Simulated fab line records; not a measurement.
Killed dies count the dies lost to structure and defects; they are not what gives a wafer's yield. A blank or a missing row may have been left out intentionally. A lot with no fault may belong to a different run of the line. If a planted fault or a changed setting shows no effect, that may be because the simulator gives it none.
Matching of chambers -- flow nand harc -- pecvd-03 running NHARC_A_STAIRCASE_DEP_325: 3 sister chambers
The step deposits SiO2, target thk 3800 nm. 22 wafers are shown with their chamber, then 11 later ones without.

== WAFERS, EACH WITH ITS CHAMBER ==
wafer,chamber,heater power w (W)
L078.2,0,770
L078.4,0,633
L078.5,1,627
L080.1,1,749
L080.2,2,670
L080.3,0,771
L081.1,1,778
L081.3,2,627
L081.6,0,632
L082.1,2,599
L082.3,0,758
L082.6,1,601
L085.1,2,640
L085.2,1,652
L085.4,1,627
L089.2,2,669
L089.3,0,794
L089.6,0,619
L088.1,1,683
L088.3,2,668
L088.5,2,539
L090.1,1,754

SIGNATURES (averages over the wafers above)
reading,chamber 0,chamber 1,chamber 2,scatter within a chamber
heater power w,711.00,683.88,630.29,66.2
Rule: for a wafer and a chamber, the distance is found by dividing, reading by reading, the gap between the wafer's reading and the chamber's mean by the reading's scatter, squaring, summing and taking the root. If the next closest chamber is less than 2 further off than the closest, the wafer can't be placed; otherwise it belongs to the closest. The scatter: the root of (the sum of the squares of (reading less its chamber's mean) over the shown wafers, divided by (wafers less chambers)).

== WAFERS WITHOUT THEIR CHAMBER ==
wafer,heater power w (W)
L090.2,580
L090.6,626
L092.4,542
L092.5,631
L092.6,622
L094.1,671
L094.2,656
L094.3,740
L095.2,666
L095.4,537
L095.6,632

== CHAMBER TAKEN BY EACH ==
wafer,from the rows above,in truth
L090.2,can't be placed: 2 or 1 or 0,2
L090.6,can't be placed: 2 or 1 or 0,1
L092.4,can't be placed: 2 or 1 or 0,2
L092.5,can't be placed: 2 or 1 or 0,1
L092.6,can't be placed: 2 or 1 or 0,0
L094.1,can't be placed: 1 or 0 or 2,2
L094.2,can't be placed: 2 or 1 or 0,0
L094.3,can't be placed: 0 or 1 or 2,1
L095.2,can't be placed: 1 or 2 or 0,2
L095.4,can't be placed: 2 or 1 or 0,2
L095.6,can't be placed: 2 or 1 or 0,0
0 of 11 placed correctly. Not placeable from these rows: 11 (in 11, the candidates include the true chamber). Number placed wrongly: 0.
